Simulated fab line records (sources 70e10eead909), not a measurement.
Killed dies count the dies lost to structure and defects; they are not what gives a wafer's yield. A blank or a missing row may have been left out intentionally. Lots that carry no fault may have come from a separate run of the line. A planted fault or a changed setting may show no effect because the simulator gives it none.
Which of the tools did it?	flow nand_harc	23 lots with 69 wafers sampled at 6 steps, on a route of 1159 steps

WHAT THE GAUGES READ, wafer by wafer
NHARC_A_CONTACT_CD_MEAS_08: target cd 100 nm. Usual: 100.3 nm for cd_nm, sd 0.73.
lot	measured	on	cd_nm (nm)	flag
L074	day 16 15:05	cd_sem-03	100.9 101.7 100.2	
L077	day 17 12:17	cd_sem-02	99.5 99.3 100.1	
L075	day 17 11:53	cd_sem-02	101.2 101.5 101.1	
L076	day 17 16:17	cd_sem-02	100.3 100.6 101.4	
L079	day 17 17:36	cd_sem-02	101.2 100.6 100.6	
L078	day 17 21:34	cd_sem-02	99.4 100.1 99.1	
L080	day 18 01:56	cd_sem-01	100.5 100.5 100.5	
L082	day 19 02:39	cd_sem-02	99.1 99.9 97.9	
L083	day 19 12:26	cd_sem-01	100.1 100.1 100.9	
L084	day 19 13:17	cd_sem-02	101.0 100.7 100.9	
L085	day 19 18:23	cd_sem-02	100.9 100.6 100.5	
L087	day 20 10:06	cd_sem-03	99.2 98.7 98.6	
L086	day 20 11:20	cd_sem-01	100.8 100.6 101.4	
L089	day 20 16:21	cd_sem-03	99.4 100.3 99.9	
L088	day 20 17:26	cd_sem-03	100.5 100.5 100.0	
L091	day 21 19:37	cd_sem-01	100.1 100.0 100.1	
L090	day 21 20:17	cd_sem-01	100.0 100.5 101.1	
L092	day 22 02:02	cd_sem-02	100.4 100.3 100.8	
L094	day 22 10:57	cd_sem-01	100.5 100.0 100.0	
L095	day 22 14:04	cd_sem-01	100.3 100.2 100.2	
L096	day 22 15:11	cd_sem-02	100.7 100.6 100.9	
L093	day 22 20:52	cd_sem-01	99.8 99.1 99.6	
L097	day 22 22:04	cd_sem-03	99.6 100.7 100.4	

EACH LOT AND THE TOOL THAT RAN IT (in order: tool; ch and the chambers of the sampled wafers; start)
lot	NHARC_A_CONTACT_STRIP_55	NHARC_A_CONTACT_ETCH_78	NHARC_A_CONTACT_ETCH_128	NHARC_A_CONTACT_ETCH_91	NHARC_A_CONTACT_ETCH_97
L074	rie_diel-05 ch 0,1,2, day 16 09:05 or earlier	rie_diel-11 ch 0,1,2, day 16 09:05 or earlier	har_cap_etch-02 ch 0,1, day 16 09:05	rie_diel-05 ch 0,1,3, day 16 10:21	rie_diel-05 ch 1,2,3, day 16 15:05 or earlier
L077	rie_diel-11 ch 0,3, day 17 06:26 or earlier	rie_diel-05 ch 0,2,3, day 17 06:26 or earlier	har_cap_etch-03 ch 0,1, day 17 06:26	rie_diel-11 ch 1,2,3, day 17 08:02	rie_diel-11 ch 0,2,3, day 17 12:17 or earlier
L075	rie_diel-11 ch 0,2,3, day 17 06:45 or earlier	rie_diel-07 ch 1,2,3, day 17 06:45 or earlier	har_cap_etch-02 ch 0,1, day 17 06:45	rie_diel-11 ch 1,2,3, day 17 08:05	rie_diel-11 ch 0,1,2, day 17 11:53 or earlier
L076	rie_diel-05 ch 0,2,3, day 17 10:12 or earlier	rie_diel-07 ch 2,3, day 17 10:12 or earlier	har_cap_etch-03 ch 0,1, day 17 10:12	rie_diel-07 ch 0,1, day 17 11:47	rie_diel-07 ch 0,2, day 17 16:17 or earlier
L079	rie_diel-05 ch 0,2,3, day 17 10:53 or earlier	rie_diel-05 ch 0,1,3, day 17 10:53 or earlier	har_cap_etch-02 ch 0,1, day 17 10:53	rie_diel-07 ch 1,3, day 17 12:13	rie_diel-07 ch 1,2, day 17 17:36 or earlier
L078	rie_diel-11 ch 1,2,3, day 17 16:03 or earlier	rie_diel-05 ch 0,3, day 17 16:03 or earlier	har_cap_etch-03 ch 0,1, day 17 16:03	rie_diel-05 ch 0,3, day 17 17:39	rie_diel-05 ch 0,1,3, day 17 21:34 or earlier
L080	rie_diel-07 ch 0,3, day 17 21:10 or earlier	rie_diel-05 ch 0,2,3, day 17 21:10 or earlier	har_cap_etch-03 ch 0,1, day 17 21:10	rie_diel-11 ch 0,1,3, day 17 22:47	rie_diel-11 ch 0,2,3, day 18 01:56 or earlier
L082	rie_diel-05 ch 0,1,3, day 18 21:46 or earlier	rie_diel-05 ch 0,2, day 18 21:46 or earlier	har_cap_etch-03 ch 0,1, day 18 21:46	rie_diel-05 ch 2,3, day 18 23:02	rie_diel-05 ch 0,1,2, day 19 02:39 or earlier
L083	rie_diel-05 ch 0,3, day 19 02:57 or earlier	rie_diel-05 ch 0,1,2, day 19 02:57 or earlier	har_cap_etch-01 ch 0,1, day 19 02:57	rie_diel-11 ch 0,2,3, day 19 04:32	rie_diel-11 ch 0,2,3, day 19 12:26 or earlier
L084	rie_diel-07 ch 2,3, day 19 03:50 or earlier	rie_diel-05 ch 1,2,3, day 19 03:50 or earlier	har_cap_etch-02 ch 0,1, day 19 03:50	rie_diel-05 ch 0,2,3, day 19 05:08	rie_diel-05 ch 0,3, day 19 13:17 or earlier
L085	rie_diel-11 ch 0,1,3, day 19 13:59 or earlier	rie_diel-07 ch 0,2,3, day 19 13:59 or earlier	har_cap_etch-02 ch 0,1, day 19 13:59	rie_diel-05 ch 1,2,3, day 19 15:14	rie_diel-05 ch 1,2,3, day 19 18:23 or earlier
L087	rie_diel-07 ch 1,2,3, day 20 05:40 or earlier	rie_diel-05 ch 0,1,2, day 20 05:40 or earlier	har_cap_etch-02 ch 0,1, day 20 05:40	rie_diel-07 ch 1,2,3, day 20 06:56	rie_diel-07 ch 0,1,3, day 20 10:06 or earlier
L086	rie_diel-05 ch 2,3, day 20 06:46 or earlier	rie_diel-05 ch 0,3, day 20 06:46 or earlier	har_cap_etch-03 ch 0,1, day 20 06:46	rie_diel-07 ch 0,1,3, day 20 08:01	rie_diel-07 ch 1,3, day 20 11:20 or earlier
L089	rie_diel-11 ch 0,1, day 20 11:53 or earlier	rie_diel-05 ch 1,2,3, day 20 11:53 or earlier	har_cap_etch-01 ch 0,1, day 20 11:53	rie_diel-11 ch 0,1, day 20 13:07	rie_diel-11 ch 1,2,3, day 20 16:21 or earlier
L088	rie_diel-07 ch 0,2,3, day 20 12:32 or earlier	rie_diel-07 ch 2,3, day 20 12:32 or earlier	har_cap_etch-03 ch 0,1, day 20 12:32	rie_diel-11 ch 0,3, day 20 14:08	rie_diel-11 ch 0,1,2, day 20 17:26 or earlier
L091	rie_diel-05 ch 0,1,3, day 21 15:08 or earlier	rie_diel-05 ch 0,1,3, day 21 15:08 or earlier	har_cap_etch-03 ch 0,1, day 21 15:08	rie_diel-11 ch 1,2,3, day 21 16:25	rie_diel-11 ch 0,2,3, day 21 19:37 or earlier
L090	rie_diel-11 ch 0,2,3, day 21 15:31 or earlier	rie_diel-05 ch 0,1,2, day 21 15:31 or earlier	har_cap_etch-01 ch 0,1, day 21 15:31	rie_diel-07 ch 0,1,3, day 21 16:47	rie_diel-07 ch 0,1,3, day 21 20:17 or earlier
L092	rie_diel-05 ch 0,2,3, day 21 20:25 or earlier	rie_diel-05 ch 1,3, day 21 20:25 or earlier	har_cap_etch-02 ch 0,1, day 21 20:25	rie_diel-05 ch 0,2,3, day 21 21:41	rie_diel-05 ch 0,2, day 21 21:52
L094	rie_diel-07 ch 0,1, day 22 06:01 or earlier	rie_diel-05 ch 0,2,3, day 22 06:01 or earlier	har_cap_etch-03 ch 0, day 22 06:01	rie_diel-05 ch 1,2,3, day 22 07:19	rie_diel-05 ch 0,2,3, day 22 10:57 or earlier
L095	rie_diel-05 ch 0,2,3, day 22 06:33 or earlier	rie_diel-11 ch 1,3, day 22 06:33 or earlier	har_cap_etch-02 ch 0, day 22 06:33	rie_diel-05 ch 0,1,3, day 22 07:51	rie_diel-05 ch 0,1, day 22 14:04 or earlier
L096	rie_diel-07 ch 0,1,3, day 22 08:01 or earlier	rie_diel-05 ch 0,2,3, day 22 08:01 or earlier	har_cap_etch-03 ch 0, day 22 08:01	rie_diel-05 ch 0,3, day 22 09:17	rie_diel-05 ch 0,1,3, day 22 15:11 or earlier
L093	rie_diel-11 ch 0,3, day 22 14:38 or earlier	rie_diel-07 ch 1,3, day 22 14:38 or earlier	har_cap_etch-03 ch 0,1, day 22 14:38	rie_diel-11 ch 1,2, day 22 15:53	rie_diel-11 ch 0,3, day 22 20:52 or earlier
L097	rie_diel-11 ch 1,2,3, day 22 17:08 or earlier	rie_diel-11 ch 1,2,3, day 22 17:08 or earlier	har_cap_etch-02 ch 0,1, day 22 17:08	rie_diel-07 ch 0,2,3, day 22 18:35	rie_diel-07 ch 1,2,3, day 22 22:04 or earlier
- NHARC_A_CONTACT_STRIP_55: strips in O2.
- NHARC_A_CONTACT_ETCH_78: etches the open film in O2/COS, target depth 2800 nm, time 728 s.
- NHARC_A_CONTACT_ETCH_128: etches the open film in C4F8/O2/Ar, time 155 s, target depth 956 nm.
- NHARC_A_CONTACT_ETCH_91: etches the open film in CH3F/O2, target depth 40 nm, time 85.7 s.
- NHARC_A_CONTACT_ETCH_97: etches the open film in C4F6/O2, target depth 20 nm, time 10 s.

WHAT THE TOOLS THEMSELVES READ (means of the sampled wafers that have a number; where no wafer has one, the mark that the record gives instead)
NHARC_A_CONTACT_STRIP_55. Usual: drypump_motor_current_A 5.6 A, standard deviation 0.42; oes_product_au 1.002 a.u., standard deviation 0.014; rf_vpp_V 57.5 V, standard deviation 0.89; showerhead_plenum_p_Torr 3.45 Torr, standard deviation 0.15; throttle_valve_pct 17.036 %, standard deviation 0.0091.
lot	tool	drypump_motor_current_A (A)	oes_product_au (a.u.)	rf_vpp_V (V)	showerhead_plenum_p_Torr (Torr)	throttle_valve_pct (%)	flag
L074	rie_diel-05	5.5	1.005	56.9	3.38	17.033	
L077	rie_diel-11	5.8	1.005	58.1	3.50	17.030	
L075	rie_diel-11	5.5	0.998	56.4	3.43	17.039	
L076	rie_diel-05	5.6	0.997	57.5	3.36	17.028	
L079	rie_diel-05	5.6	0.998	57.5	3.36	17.039	
L078	rie_diel-11	5.2	0.999	58.0	3.35	17.043	
L080	rie_diel-07	5.3	1.012	57.8	3.43	17.036	
L082	rie_diel-05	5.5	1.006	57.5	3.37	17.039	
L083	rie_diel-05	5.5	1.016	57.3	3.36	17.038	
L084	rie_diel-07	6.3	0.988	58.0	3.55	17.040	
L085	rie_diel-11	5.5	1.007	57.7	3.41	17.041	
L087	rie_diel-07	6.2	0.997	57.7	3.60	17.039	
L086	rie_diel-05	5.6	0.994	57.6	3.38	17.048	
L089	rie_diel-11	5.4	0.994	57.8	3.40	17.040	
L088	rie_diel-07	5.9	1.004	58.1	3.66	17.032	
L091	rie_diel-05	5.5	1.016	56.1	3.37	17.032	
L090	rie_diel-11	5.5	0.994	57.7	3.42	17.036	
L092	rie_diel-05	5.6	1.009	57.4	3.35	17.034	
L094	rie_diel-07	5.7	1.010	58.1	3.73	17.035	
L095	rie_diel-05	5.6	1.009	57.6	3.35	17.039	
L096	rie_diel-07	5.7	1.009	57.4	3.70	17.032	
L093	rie_diel-11	5.7	0.998	57.3	3.41	17.048	
L097	rie_diel-11	5.2	1.007	57.4	3.33	17.033	

NHARC_A_CONTACT_ETCH_78. Usual: drypump_motor_current_A 5.6 A, standard deviation 0.4; oes_product_au 1.003 a.u., standard deviation 0.015; rf_vpp_V 312.9 V, standard deviation 1.9; showerhead_plenum_p_Torr 3.04 Torr, standard deviation 0.12; throttle_valve_pct 28.330 %, standard deviation 0.0092.
lot	tool	drypump_motor_current_A (A)	oes_product_au (a.u.)	rf_vpp_V (V)	showerhead_plenum_p_Torr (Torr)	throttle_valve_pct (%)	flag
L074	rie_diel-11	5.4	0.984	313.0	3.03	28.337	
L077	rie_diel-05	5.6	0.999	312.5	2.98	28.337	
L075	rie_diel-07	6.2	0.997	316.4	3.19	28.318	
L076	rie_diel-07	6.3	1.000	314.3	3.15	28.329	
L079	rie_diel-05	5.5	1.010	312.0	2.98	28.330	
L078	rie_diel-05	5.5	1.011	312.5	2.98	28.325	
L080	rie_diel-05	5.6	0.995	312.3	2.98	28.327	
L082	rie_diel-05	5.6	0.987	311.8	2.98	28.330	
L083	rie_diel-05	5.5	0.994	313.0	2.98	28.332	
L084	rie_diel-05	5.5	1.001	311.9	3.00	28.335	
L085	rie_diel-07	5.8	1.007	316.2	3.24	28.336	
L087	rie_diel-05	5.5	0.995	312.8	2.98	28.323	
L086	rie_diel-05	5.6	1.020	310.7	2.94	28.338	
L089	rie_diel-05	5.5	1.004	313.0	3.00	28.319	
L088	rie_diel-07	6.3	1.001	314.2	3.13	28.327	
L091	rie_diel-05	5.5	1.017	312.6	2.97	28.329	
L090	rie_diel-05	5.5	0.998	312.8	2.97	28.330	
L092	rie_diel-05	5.5	1.017	312.6	3.00	28.328	
L094	rie_diel-05	5.6	1.004	311.8	2.97	28.333	
L095	rie_diel-11	5.4	0.999	311.1	2.93	28.320	
L096	rie_diel-05	5.6	1.012	311.9	2.97	28.339	
L093	rie_diel-07	6.1	1.012	315.1	3.22	28.328	
L097	rie_diel-11	5.2	0.999	311.5	2.94	28.336	

NHARC_A_CONTACT_ETCH_91. Usual: drypump_motor_current_A 5.6 A, standard deviation 0.47; oes_product_au 0.94 a.u., standard deviation 0.033; rf_vpp_V 243.4 V, standard deviation 1.6; showerhead_plenum_p_Torr 2.39 Torr, standard deviation 0.098; throttle_valve_pct 20.664 %, standard deviation 0.0094.
lot	tool	drypump_motor_current_A (A)	oes_product_au (a.u.)	rf_vpp_V (V)	showerhead_plenum_p_Torr (Torr)	throttle_valve_pct (%)	flag
L074	rie_diel-05	5.5	0.93	243.1	2.35	20.659	
L077	rie_diel-11	5.2	0.93	242.0	2.33	20.669	
L075	rie_diel-11	5.2	0.93	242.5	2.33	20.660	
L076	rie_diel-07	6.0	0.94	244.0	2.44	20.666	
L079	rie_diel-07	6.1	0.91	245.1	2.55	20.668	
L078	rie_diel-05	5.5	0.93	242.6	2.34	20.654	
L080	rie_diel-11	5.5	1.01	243.4	2.38	20.665	
L082	rie_diel-05	5.5	0.93	242.3	2.36	20.661	
L083	rie_diel-11	5.5	1.02	243.9	2.38	20.671	
L084	rie_diel-05	5.6	0.94	242.1	2.34	20.672	
L085	rie_diel-05	5.5	1.01	243.4	2.36	20.665	
L087	rie_diel-07	6.2	0.92	245.2	2.51	20.666	
L086	rie_diel-07	5.7	0.93	245.1	2.59	20.668	
L089	rie_diel-11	5.4	0.93	242.8	2.36	20.661	
L088	rie_diel-11	5.7	0.93	243.5	2.38	20.662	
L091	rie_diel-11	5.2	0.92	242.4	2.32	20.666	
L090	rie_diel-07	5.7	0.94	246.9	2.59	20.659	
L092	rie_diel-05	5.6	0.93	242.9	2.33	20.661	
L094	rie_diel-05	5.5	0.96	242.5	2.36	20.655	
L095	rie_diel-05	5.5	0.96	243.4	2.34	20.661	
L096	rie_diel-05	5.5	0.95	242.7	2.33	20.662	
L093	rie_diel-11	5.1	0.93	242.3	2.30	20.671	
L097	rie_diel-07	5.8	0.93	245.0	2.55	20.660	

NHARC_A_CONTACT_ETCH_97. Usual: c4f6_flow_sccm 25.00 sccm, standard deviation 0.077; drypump_motor_current_A 5.6 A, standard deviation 0.46; oes_product_au 0.967 a.u., standard deviation 0.024; rf_vpp_V 545 V, standard deviation 3.3; showerhead_plenum_p_Torr 3.82 Torr, standard deviation 0.15; throttle_valve_pct 26.902 %, standard deviation 0.0091.
lot	tool	c4f6_flow_sccm (sccm)	drypump_motor_current_A (A)	oes_product_au (a.u.)	rf_vpp_V (V)	showerhead_plenum_p_Torr (Torr)	throttle_valve_pct (%)	flag
L074	rie_diel-05	25.05	5.5	0.948	545	3.78	26.899	
L077	rie_diel-11	25.01	5.5	0.975	545	3.82	26.900	
L075	rie_diel-11	25.02	5.4	0.962	545	3.81	26.898	
L076	rie_diel-07	25.06	6.2	0.952	544	3.78	26.905	
L079	rie_diel-07	25.01	6.6	0.986	547	3.91	26.902	
L078	rie_diel-05	24.96	5.5	0.955	542	3.75	26.897	
L080	rie_diel-11	25.01	5.5	1.005	545	3.82	26.899	
L082	rie_diel-05	24.99	5.5	0.950	543	3.75	26.901	
L083	rie_diel-11	24.98	5.5	1.000	545	3.81	26.898	
L084	rie_diel-05	24.98	5.6	0.987	544	3.74	26.900	
L085	rie_diel-05	25.06	5.5	0.999	545	3.78	26.906	
L087	rie_diel-07	25.04	5.7	0.947	551	4.12	26.906	
L086	rie_diel-07	25.00	5.7	0.950	550	4.10	26.894	
L089	rie_diel-11	24.98	5.2	0.944	542	3.71	26.898	
L088	rie_diel-11	25.00	5.4	0.954	545	3.79	26.899	
L091	rie_diel-11	25.06	5.5	0.949	546	3.80	26.907	
L090	rie_diel-07	24.98	5.7	0.948	551	4.12	26.904	
L092	rie_diel-05	25.00	5.6	0.962	544	3.71	26.897	
L094	rie_diel-05	24.96	5.6	0.950	543	3.73	26.908	
L095	rie_diel-05	24.97	5.5	0.996	544	3.75	26.911	
L096	rie_diel-05	24.97	5.5	0.967	543	3.74	26.905	
L093	rie_diel-11	25.06	5.7	0.961	544	3.79	26.898	
L097	rie_diel-07	24.99	6.2	0.978	547	3.98	26.906	

THE ANSWER, worked out from the rows above alone
Rule: take the mean of a lot's wafers that have a number; if it is more than 3 standard deviations from the usual mean, the lot is off. Also off: a lot with no number at a reading for which 4 or more lots have one. Where the step has rows for the other lots, those lots are counted as sound. The gauges are gone through in route order, then the tools' own readings, and for those a lot's mean is taken as printed above. The first step at which some lot is off is used, and at that step the reading that is off furthest; a lot without a number counts as furthest.
None of the lots is off at any reading shown; this tells nothing.

WHAT THE SIMULATOR PUT IN
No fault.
